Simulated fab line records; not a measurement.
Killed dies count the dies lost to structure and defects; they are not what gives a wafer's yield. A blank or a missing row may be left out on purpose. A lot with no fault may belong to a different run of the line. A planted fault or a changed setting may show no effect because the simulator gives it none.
Matching of chambers || flow n5_finfet || rie_diel-04 running N5_BEOL_M0_STRIP_140: 4 sister chambers
The step strips in CF4. 4 wafers are shown with their chamber, then 9 later ones without.

## WAFERS PAIRED WITH THEIR CHAMBERS
{"wafer": "L079.1", "chamber": 3, "drypump_motor_current_A (A)": 5.6}
{"wafer": "L079.4", "chamber": 0, "drypump_motor_current_A (A)": 5.8}
{"wafer": "L079.5", "chamber": 2, "drypump_motor_current_A (A)": 4.8}
{"wafer": "L079.6", "chamber": 1, "drypump_motor_current_A (A)": 5.3}

## WAFERS WITHOUT THEIR CHAMBER
{"wafer": "L080.1", "drypump_motor_current_A (A)": 4.8}
{"wafer": "L080.4", "drypump_motor_current_A (A)": 5.9}
{"wafer": "L080.6", "drypump_motor_current_A (A)": 4.8}
{"wafer": "L084.1", "drypump_motor_current_A (A)": 4.8}
{"wafer": "L084.5", "drypump_motor_current_A (A)": 5.6}
{"wafer": "L084.6", "drypump_motor_current_A (A)": 5.9}
{"wafer": "L093.1", "drypump_motor_current_A (A)": 5.6}
{"wafer": "L093.2", "drypump_motor_current_A (A)": 5.8}
{"wafer": "L093.3", "drypump_motor_current_A (A)": 4.8}

## CHAMBER TAKEN BY EACH
{"wafer": "L080.1", "from the rows above": 2, "in truth": 2}
{"wafer": "L080.4", "from the rows above": 0, "in truth": 0}
{"wafer": "L080.6", "from the rows above": 2, "in truth": 2}
{"wafer": "L084.1", "from the rows above": 2, "in truth": 2}
{"wafer": "L084.5", "from the rows above": 3, "in truth": 3}
{"wafer": "L084.6", "from the rows above": 0, "in truth": 0}
{"wafer": "L093.1", "from the rows above": 3, "in truth": 3}
{"wafer": "L093.2", "from the rows above": 0, "in truth": 0}
{"wafer": "L093.3", "from the rows above": 2, "in truth": 2}
Correctly placed: 9 of 9. Left unplaced by these rows: 0. Wrongly placed: 0.
How it was worked out, from the rows above alone: a wafer's distance from a chamber is the root of the sum, over the readings, of the square of ((its reading less the chamber's mean) divided by the reading's scatter). The wafer belongs to the nearest chamber; if the next one is less than 2 further off, it can't be placed. A chamber's mean is the mean of its shown wafers. The scatter: root of mean squared gap, hidden wafer to nearest shown wafer, with one shown wafer a chamber.
